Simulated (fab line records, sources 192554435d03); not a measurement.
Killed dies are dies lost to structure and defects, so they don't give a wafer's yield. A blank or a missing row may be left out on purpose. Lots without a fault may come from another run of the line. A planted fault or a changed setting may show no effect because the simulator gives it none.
fab line records | flow n5_finfet
record lots=5 wafers=14 last_day=18
route steps=1938 shown BEOL_M4@1047
lots that met no fault: from a run of the same line without faults
start_h: hours from the record's first day to the start of the lot's first wafer shown | wait_h: hours since the lot's step before | " the same as in the row above | L1.1+2: a row that stands for several wafers | - no value, or no start given | * or withheld: withheld | < > ~ a bound
route shown NAME@n: a module of which the file shows steps, and the number in the route of the first | usual: mean/standard deviation of fault-free wafers | same: alike in all rows | chamber/n: place in a boat | sites: the reading at each site | _std_site: their standard deviation | _edge_site: outer sites' mean less inner sites' | radius_mm: how far each site lies from the wafer's centre | mask NAME#n: copy n | behind: the tool/chamber that last shaped the wafer | hold: why the lot was held/for how many hours/how that ended | device: the transistor (n, p or np) that didn't switch | end of line: the same wafers' tests at the end of the route | a step without rows: its recipe alone | killed: dies lost to structure and defects at the first sort, not the wafer's yield | map: a wafer's dies, x killed, . not, _ none there
set.NAME: the setting as run; set.NAME@STEP: as run at that earlier step | model.NAME: the simulator's own value behind a step, which no gauge read
lots at some steps of the route; a table a step, a row a wafer
services: from which hour (start_h, from the record's first day; less than 0 if before it) a tool's chamber was out of use, for how many hours, and why
## steps
# step N5_BEOL_M4_COAT_67
# recipe resist=SOC temp_c=250 time_s=60 spin_rpm=1500 resist_thk_nm=60
# step N5_BEOL_M4_COAT_68
# recipe resist=SiARC temp_c=220 time_s=60 spin_rpm=1500 resist_thk_nm=12
# step N5_BEOL_M4_COAT_76
# recipe resist=underlayer temp_c=205 time_s=60 spin_rpm=1500 resist_thk_nm=5
# step N5_BEOL_M4_COAT_22
# recipe resist=CAR-EUV spin_rpm=1500 resist_thk_nm=30
# step N5_BEOL_M4_EBR_24
# recipe solvent=PGMEA ebr_width_mm=1.5
# step N5_BEOL_M4_SOFTBAKE_23
# recipe temp_c=110 time_s=60 resist=CAR-EUV
# step N5_BEOL_M4_EXPOSE_25
# recipe mask_id=V3 na=0.33 source_shape=quasar sigma_inner=0.2 sigma_outer=0.8 polarization=unpolarized defocus_nm=5 dose_mj=63
# step N5_BEOL_M4_PEB_26
# recipe peb_temp_c=100 peb_time_s=60 resist=CAR-EUV
# step N5_BEOL_M4_DEVELOP_27
# recipe develop_time_s=30 developer=TMAH resist=CAR-EUV rinse_liquid=surfactant_rinse dry=air_spin dev_temp_c=23
# step N5_BEOL_M4_CD_MEAS_28
# recipe target_cd_nm=26.2 landing_energy_ev=500 detector=se_inlens target_cd_y_nm=24.1 polarity=opening
# usual cd_nm=26.11/0.25
# columns lot.wafer tool chamber start_h wait_h cd_nm
L171.2 cd_sem-01 0 163.52 - 26.29
L171.3 " 0 " " 25.68
L171.6 " 0 " " 26.36
L174.3 cd_sem-03 0 172.72 - 26.62
L174.5 " 0 " " 26.40
L174.6 " 0 " " 26.39
L180.1 cd_sem-02 0 213.39 - 26.11
L180.3 " 0 " " 25.97
L193.1 cd_sem-03 0 301.90 - 26.22
L193.3 " 0 " " 26.37
L193.5 " 0 " " 26.70
L194.1 cd_sem-02 0 304.32 - 25.87
L194.2 " 0 " " 26.10
L194.4 " 0 " " 25.91
# step N5_BEOL_M4_OVL_MEAS_29
# recipe points_per_wafer=522
# usual V3_OVL=-0.8/0.59
# columns lot.wafer tool chamber start_h wait_h V3_OVL[nm]
L171.2 overlay-02 0 163.55 0.0 0.4
L171.3 " 0 " " -0.6
L171.6 " 0 " " 0.1
L174.3 overlay-01 0 172.76 0.0 -1.7
L174.5 " 0 " " -1.5
L174.6 " 0 " " -1.5
L180.1 overlay-02 0 213.42 0.0 -0.2
L180.3 " 0 " " 0.0
L193.1 overlay-02 0 301.93 0.0 -0.9
L193.3 " 0 " " -0.8
L193.5 " 0 " " -1.1
L194.1 overlay-01 0 304.35 0.0 -0.4
L194.2 " 0 " " -1.8
L194.4 " 0 " " -0.4
# step N5_BEOL_M4_INSPECT_30
# recipe mode=adi inspect_instrument=brightfield
# usual raw_defect_count=383/91
# columns lot.wafer tool chamber start_h wait_h raw_defect_count
L171.2 defect_inspect-02 - 163.60 0.0 353
L171.3 " - " " 336
L171.6 " - " " 230
L174.3 defect_inspect-02 - 172.80 0.0 288
L174.5 " - " " 387
L174.6 " - " " 205
L180.1 defect_inspect-02 - 213.48 0.1 447
L180.3 " - " " 405
L193.1 defect_inspect-01 - 301.99 0.1 813
L193.3 " - " " 620
L193.5 " - " " 438
L194.1 defect_inspect-02 - 304.41 0.1 369
L194.2 " - " " 394
L194.4 " - " " 438
# step N5_BEOL_M4_DESCUM_33
# recipe chemistry=O2 time_s=7 source_power_w=50 bias_power_w=20 pressure_mtorr=20 rf_frequency_hz=2.712e+07 temp_c=40 resist=CAR-EUV o2_flow_sccm=225
# usual drypump_motor_current_A=5.8/0.58 oes_product_au=0.78/0.077 rf_vpp_V=242.6/1.3 showerhead_plenum_p_Torr=2.06/0.063 throttle_valve_pct=20.40/0.29
# columns lot.wafer tool chamber start_h wait_h drypump_motor_current_A oes_product_au rf_hours_counter_h rf_vpp_V showerhead_plenum_p_Torr throttle_valve_pct
L171.2 rie_diel-05 3 163.64 0.0 4.9 0.86 33 242.5 2.05 19.96
L171.3 " 2 " " 6.6 0.72 196 242.7 2.10 20.62
L171.6 " 3 " " 4.9 0.86 - 242.5 2.05 19.95
L174.3 rie_diel-02 3 172.84 0.0 5.9 0.70 219 243.4 2.06 20.58
L174.5 " 2 " " 6.2 0.78 - 242.6 2.04 20.46
L174.6 " 1 " " 5.5 0.86 - 242.7 2.05 19.93
L180.1 rie_diel-05 2 213.55 0.1 6.6 0.70 218 243.0 2.09 20.68
L180.3 " 0 " " 6.0 0.76 145 243.0 2.00 20.22
L193.1 rie_diel-06 2 302.19 0.2 6.2 0.86 70 241.5 2.04 20.47
L193.3 " 1 " " 5.9 0.88 46 243.9 2.22 20.14
L193.5 " 1 " " 5.9 0.88 - 245.4 2.22 20.16
L194.1 rie_diel-06 2 304.44 0.0 6.2 0.86 70 242.0 2.04 20.48
L194.2 " 1 " " 5.9 0.87 47 244.7 2.22 20.17
L194.4 " 3 " " 6.5 0.69 - 242.6 2.16 20.69
# step N5_BEOL_M4_ETCH_77
# recipe chemistry=N2/H2 target=underlayer target_depth_a=65 mask_material=CAR-EUV time_s=5.2 ion_energy_ev=200 pressure_mtorr=30 source_w=840 bias_w=150 n2_flow_sccm=200 h2_flow_sccm=200 ends=cleared
# usual drypump_motor_current_A=5.8/0.59 etch_rf_on_time_s=5.20/0.13 oes_product_au=0.67/0.063 rf_vpp_V=522.8/2.4 showerhead_plenum_p_Torr=2.50/0.075 throttle_valve_pct=17.8/0.37
# columns lot.wafer tool chamber start_h wait_h drypump_motor_current_A etch_rf_on_time_s oes_product_au rf_hours_counter_h rf_vpp_V showerhead_plenum_p_Torr throttle_valve_pct model.CAR-EUV_of_BEOL_M4_COAT_22.thk_nm
L171.2 rie_diel-05 3 163.67 0.0 4.9 5.47 0.71 33 523.1 2.47 17.2 20.4
L171.3 " 2 " " 6.6 5.20 0.62 196 523.9 2.53 18.0 20.4
L171.6 " 3 " " 4.9 5.48 0.69 - 521.2 2.47 17.3 20.6
L174.3 rie_diel-02 3 172.87 0.0 6.0 5.07 0.61 219 523.5 2.52 18.2 20.4
L174.5 " 2 " " 6.2 5.12 0.68 - 522.5 2.47 17.9 20.4
L174.6 " 1 " " 5.5 5.26 0.74 - 522.3 2.48 17.3 20.2
L180.1 rie_diel-05 2 213.59 0.0 6.6 5.22 0.60 218 522.5 2.52 18.1 20.8
L180.3 " 0 " " 6.0 5.20 0.64 145 521.7 2.46 17.8 20.4
L193.1 rie_diel-06 2 302.22 0.0 6.2 5.11 0.72 70 523.2 2.47 17.8 20.2
L193.3 " 1 " " 5.9 5.20 0.74 46 527.6 2.68 17.3 20.4
L193.5 " 1 " " 5.9 5.16 0.75 - 526.8 2.68 17.3 20.4
L194.1 rie_diel-06 2 304.48 0.0 6.3 5.13 0.70 70 522.3 2.47 17.8 20.2
L194.2 " 1 " " 5.9 5.27 0.75 47 525.4 2.68 17.3 20.4
L194.4 " 3 " " 6.5 5.49 0.58 - 525.0 2.64 18.3 20.4
# step N5_BEOL_M4_ETCH_69
# recipe chemistry=CF4 target=SiARC target_depth_a=156 mask_material=CAR-EUV time_s=26 ion_energy_ev=80 pressure_mtorr=40 source_w=545 bias_w=36 Ar_flow_sccm=100 cf4_flow_sccm=100 ends=cleared
# usual drypump_motor_current_A=5.8/0.59 etch_rf_on_time_s=26.0/0.71 oes_product_au=0.67/0.064 rf_vpp_V=183.7/1.1 showerhead_plenum_p_Torr=2.11/0.06 throttle_valve_pct=15.55/0.29
# columns lot.wafer tool chamber start_h wait_h drypump_motor_current_A etch_rf_on_time_s oes_product_au rf_hours_counter_h rf_vpp_V showerhead_plenum_p_Torr throttle_valve_pct
L171.2 rie_diel-05 3 163.69 0.0 4.9 27.3 0.72 33 183.1 2.10 15.06
L171.3 " 2 " " 6.6 25.9 0.62 196 183.0 2.13 15.71
L171.6 " 3 " " 4.9 27.5 0.71 - 183.1 2.09 15.06
L174.3 rie_diel-02 3 172.89 0.0 5.9 25.8 0.60 219 184.3 2.13 15.90
L174.5 " 2 " " 6.3 25.8 0.68 - 184.5 2.09 15.64
L174.6 " 1 " " 5.5 26.1 0.74 - 183.2 2.10 15.10
L180.1 rie_diel-05 2 213.60 0.0 6.5 26.3 0.60 218 184.0 2.12 15.75
L180.3 " 0 " " 6.0 26.3 0.64 145 183.2 2.05 15.47
L193.1 rie_diel-06 2 302.24 0.0 6.2 25.4 0.73 70 184.2 2.10 15.61
L193.3 " 1 " " 5.9 25.9 0.75 47 187.0 2.27 15.29
L193.5 " 1 " " 5.9 26.0 0.75 - 185.7 2.27 15.28
L194.1 rie_diel-06 2 304.49 0.0 6.2 25.5 0.73 70 183.2 2.10 15.63
L194.2 " 1 " " 5.9 25.9 0.75 47 184.1 2.27 15.27
L194.4 " 3 " " 6.4 27.2 0.58 - 184.4 2.20 15.83
# step N5_BEOL_M4_ALD_98
# recipe material=SiO2 target_thk_a=25 temp_c=100 ald_precursor_family=BDEAS ald_co_reactant=O2-plasma pulse_time_s=1 co_reactant_pulse_time_s=1 purge_time_s=2 co_reactant_purge_time_s=2 ald_cycles=17 pressure_torr=2
# usual chamber_pressure_Torr=1.999/0.004 heater_power_w=80/7.3 precursor_pulse_height_rel=0.998/0.019
# same co_reactant_purge_time_s=2
# columns lot.wafer tool chamber start_h wait_h chamber_pressure_Torr heater_power_w precursor_pulse_height_rel since_wet_clean_h
L171.2 ald_sin-03 3 163.85 0.1 1.995 70 1.000 352
L171.3 " 1 " " 2.000 72 0.999 352
L171.6 " 3 " " 2.003 73 0.993 -
L174.3 ald_sin-02 1 173.24 0.3 1.995 88 0.988 73
L174.5 " 1 " " 2.000 85 1.017 -
L174.6 " 0 " " 1.997 84 0.974 -
L180.1 ald_sin-01 3 213.73 0.1 1.992 83 0.992 204
L180.3 " 0 " " 2.002 80 1.022 204
L193.1 ald_sin-03 0 302.44 0.2 1.996 93 1.000 110
L193.3 " 3 " " 2.003 75 1.005 110
L193.5 " 0 " " 1.999 90 0.976 -
L194.1 ald_sin-03 3 304.80 0.3 2.000 73 0.985 112
L194.2 " 0 " " 1.994 93 1.026 112
L194.4 " 2 " " 1.993 77 1.016 112
# step N5_BEOL_M4_ETCHBACK_99
# recipe chemistry=CHF3 target=SiO2 target_depth_a=50 time_s=10.4 source_w=215 bias_w=47 Ar_flow_sccm=200 CHF3_flow_sccm=12 ion_energy_ev=100 pressure_mtorr=30
# usual drypump_motor_current_A=5.8/0.59 oes_product_au=0.79/0.081 rf_vpp_V=238/4.1 showerhead_plenum_p_Torr=2.12/0.066 throttle_valve_pct=17.00/0.27
# columns lot.wafer tool chamber start_h wait_h drypump_motor_current_A oes_product_au rf_hours_counter_h rf_vpp_V showerhead_plenum_p_Torr throttle_valve_pct model.CAR-EUV_of_BEOL_M4_COAT_22.thk_nm
L171.2 rie_diel-06 3 165.04 1.1 6.5 0.73 173 236 2.23 17.23 10.6
L171.3 " 0 " " 4.9 0.71 208 234 2.04 17.50 10.6
L171.6 " 3 " " 6.4 0.72 - 238 2.23 17.21 10.6
L174.3 rie_diel-06 3 178.06 4.8 6.4 0.72 180 238 2.23 17.23 10.4
L174.5 " 3 " " 6.4 0.73 - 237 2.23 17.24 10.4
L174.6 " 0 " " 4.9 0.71 - 236 2.04 17.50 10.4
L180.1 rie_diel-06 0 214.51 0.7 4.9 0.69 227 236 2.04 17.53 10.8
L180.3 " 1 " " 5.9 0.93 13 239 2.30 16.70 10.4
L193.1 rie_diel-05 0 306.00 3.5 6.0 0.74 172 235 2.05 16.97 10.4
L193.3 " 2 " " 6.6 0.68 248 245 2.11 17.21 10.4
L193.5 " 0 " " 6.0 0.74 - 236 2.05 16.95 10.4
L194.1 rie_diel-02 3 309.17 4.3 5.9 0.93 12 244 2.12 16.96 10.4
L194.2 " 1 " " 5.5 0.81 83 237 2.09 16.66 10.4
L194.4 " 0 " " 5.1 0.82 89 239 2.09 16.90 10.4
# step N5_BEOL_M4_ETCH_70
# recipe chemistry=N2/H2 target=SOC target_depth_a=800 overetch_a=240 mask_material=SiARC temp_c=40 time_s=130 ion_energy_ev=200 pressure_mtorr=30 source_w=840 bias_w=150 n2_flow_sccm=200 h2_flow_sccm=200
# usual drypump_motor_current_A=5.8/0.6 oes_product_au=0.58/0.058 rf_vpp_V=522.5/2.3 showerhead_plenum_p_Torr=2.50/0.077 throttle_valve_pct=17.7/0.36
# columns lot.wafer tool chamber start_h wait_h drypump_motor_current_A oes_product_au rf_hours_counter_h rf_vpp_V showerhead_plenum_p_Torr throttle_valve_pct
L171.2 rie_diel-06 3 165.08 0.0 6.5 0.54 173 527.0 2.66 18.1
L171.3 " 0 " " 4.9 0.53 208 520.4 2.42 18.3
L171.6 " 3 " " 6.5 0.54 - 525.1 2.66 18.1
L174.3 rie_diel-06 3 178.10 0.0 6.4 0.54 180 525.4 2.66 18.1
L174.5 " 3 " " 6.4 0.54 - 524.7 2.66 18.1
L174.6 " 0 " " 4.9 0.52 - 519.5 2.42 18.3
L180.1 rie_diel-06 0 214.55 0.0 4.9 0.51 227 519.9 2.41 18.3
L180.3 " 1 " " 5.9 0.69 13 528.3 2.69 17.2
L193.1 rie_diel-05 0 306.04 0.0 6.0 0.54 172 521.0 2.44 17.8
L193.3 " 2 " " 6.6 0.50 248 522.3 2.51 18.1
L193.5 " 0 " " 6.0 0.54 - 522.2 2.44 17.8
L194.1 rie_diel-02 3 309.21 0.0 6.0 0.68 12 521.8 2.50 17.8
L194.2 " 1 " " 5.5 0.59 83 521.5 2.46 17.3
L194.4 " 0 " " 5.0 0.61 89 520.1 2.48 17.9
# step N5_BEOL_M4_RC_MEAS_101
# usual DIBL_N=35.9/1.7 DIBL_P=36.0/2.2 IOFF_N=0.16/0.031 IOFF_P=0.21/0.039 ION_N=678/13 ION_P=464/8.8 SS_N=71.5/0.61 SS_P=73.2/0.68 VT_N=249/3.3 VT_P=-250/3.8
# columns lot.wafer tool chamber start_h wait_h DIBL_N[mV/V] DIBL_P[mV/V] IOFF_N[nA/um] IOFF_P[nA/um] ION_N[uA/um] ION_P[uA/um] SS_N[mV/dec] SS_P[mV/dec] VT_N[mV] VT_P[mV]
L171.2 prober-01 0 169.48 0.2 36.0 36.5 0.18 0.25 687 480 71.6 73.4 247 -246
L171.3 " 0 " " 33.9 32.9 0.12 0.20 670 465 71.3 72.4 255 -248
L171.6 " 0 " " 35.5 36.2 0.17 0.26 693 483 71.5 74.1 247 -246
L174.3 prober-02 0 184.21 0.3 34.3 35.0 0.13 0.19 655 457 70.7 73.4 254 -251
L174.5 " 0 " " 36.8 38.0 0.18 0.22 687 472 72.2 73.7 248 -248
L174.6 " 0 " " 36.2 35.7 0.15 0.20 663 454 72.4 73.4 252 -254
L180.1 prober-01 0 219.82 0.0 34.7 37.0 0.14 0.22 662 462 71.3 73.8 253 -249
L180.3 " 0 " " 37.3 40.0 0.22 0.28 689 469 72.0 74.1 247 -243
L193.1 prober-02 0 310.75 0.0 36.0 38.1 0.17 0.25 671 470 72.9 73.5 249 -246
L193.3 " 0 " " 36.0 38.6 0.19 0.26 697 477 72.2 74.0 246 -247
L193.5 " 0 " " 35.2 37.2 0.17 0.24 688 480 71.9 73.5 249 -248
L194.1 prober-02 0 313.75 0.0 37.4 37.5 0.17 0.22 683 462 72.3 73.0 250 -250
L194.2 " 0 " " 36.9 36.5 0.15 0.21 677 463 71.5 73.4 249 -251
L194.4 " 0 " " 36.4 34.9 0.15 0.19 681 458 71.9 73.0 249 -251
## services
# columns tool chamber start_h hours kind
rie_diel-06 1 151.02 - clean
rie_diel-06 1 151.02 - consumable_replace:focus_ring
rie_diel-06 1 151.02 - consumable_replace:showerhead
rie_diel-06 1 151.02 25.5 scheduled_down
rie_diel-06 1 151.02 25.5 vent_cycle
rie_diel-05 1 162.15 36.3 repair
ald_sin-03 - 178.35 14.0 pm
rie_diel-06 2 197.89 1.5 repair
rie_diel-02 1 198.27 1.6 repair
ald_sin-01 3 214.81 5.2 repair
rie_diel-06 0 220.63 6.6 repair
rie_diel-02 - 229.71 0.5 repair
ald_sin-02 - 237.80 1.3 repair
ald_sin-02 0 241.67 2.4 repair
ald_sin-01 2 255.69 3.8 repair
rie_diel-05 0 258.19 9.4 repair
rie_diel-02 0 264.49 9.9 repair
ald_sin-03 2 267.83 10.0 repair
rie_diel-06 0 287.32 - clean
rie_diel-06 0 287.32 - consumable_replace:focus_ring
rie_diel-06 0 287.32 - consumable_replace:showerhead
rie_diel-06 0 287.32 29.1 scheduled_down
rie_diel-05 0 307.30 4.3 repair
ald_sin-01 2 308.96 2.2 repair
## key
first_sign none at tools or gauges
model_effect step=N5_BEOL_M4_ETCH_77 value=CAR-EUV_of_BEOL_M4_COAT_22.thk_nm without=20.4 struck=20.8
model_effect step=N5_BEOL_M4_ETCHBACK_99 value=CAR-EUV_of_BEOL_M4_COAT_22.thk_nm without=10.4 struck=10.8
met_at N5_BEOL_M4_DESCUM_33
struck_wafers L180.1
onset_between 163.64 213.55
fault kind=process_parameter_drift tool=rie_diel-05 chamber=- onset_h=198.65 steps=N5_BEOL_M4_DESCUM_33 channel=time_s offset=* shape=step end_h=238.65 scope=struck_wafers_only acts_in=* stated=*
